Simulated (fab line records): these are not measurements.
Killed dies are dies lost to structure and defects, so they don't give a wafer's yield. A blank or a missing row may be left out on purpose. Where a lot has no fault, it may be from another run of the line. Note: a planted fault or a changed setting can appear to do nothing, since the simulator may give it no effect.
Matching of chambers | flow nand_harc | NHARC_P_STI_DESCUM_14 on rie_diel-03: 4 sister chambers
The step chemistry O2, time 3 s. 8 wafers are shown with their chamber, then 7 later ones without.

## EACH WAFER AND ITS CHAMBER
wafer  | chamber | drypump_motor_current_A (A) | rf_vpp_V (V)
L903.1 | 1       | 6.1                         | 56.6
L904.4 | 1       | 6.1                         | 56.8
L904.5 | 0       | 5.4                         | 57.5
L904.6 | 3       | 5.6                         | 57.7
L905.5 | 2       | 6.4                         | 56.9
L905.6 | 3       | 5.7                         | 57.9
L906.1 | 0       | 5.5                         | 58.1
L906.2 | 2       | 6.4                         | 57.4

## WAFERS WITHOUT THEIR CHAMBER
wafer  | drypump_motor_current_A (A) | rf_vpp_V (V)
L906.6 | 5.4                         | 57.4
L907.1 | 6.3                         | 58.7
L907.2 | 6.1                         | 58.7
L907.6 | 5.7                         | 58.0
L908.3 | 5.5                         | 56.6
L908.4 | 6.3                         | 57.8
L908.5 | 5.5                         | 57.3

## CHAMBER TAKEN BY EACH
wafer  | from the rows above     | in truth
L906.6 | 0                       | 0
L907.1 | 2                       | 2
L907.2 | can't be placed: 1 or 2 | 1
L907.6 | 3                       | 3
L908.3 | can't be placed: 0 or 3 | 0
L908.4 | 2                       | 2
L908.5 | can't be placed: 0 or 3 | 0
Correctly placed: 4 of 7. Unplaceable from these rows: 3, with the true chamber sitting among the candidates in 3. Placed wrongly: 0.
How it was worked out, from the rows above alone: a wafer's distance from a chamber is the root of the sum, over the readings, of the square of ((its reading less the chamber's mean) divided by the reading's scatter). The wafer belongs to the nearest chamber; if the next one is less than 2 further off, it can't be placed. Each chamber's mean is taken over the wafers shown for it. The scatter: take each reading less its chamber's mean, square it, sum over the shown wafers, divide by the number of wafers less the number of chambers, and take the root.
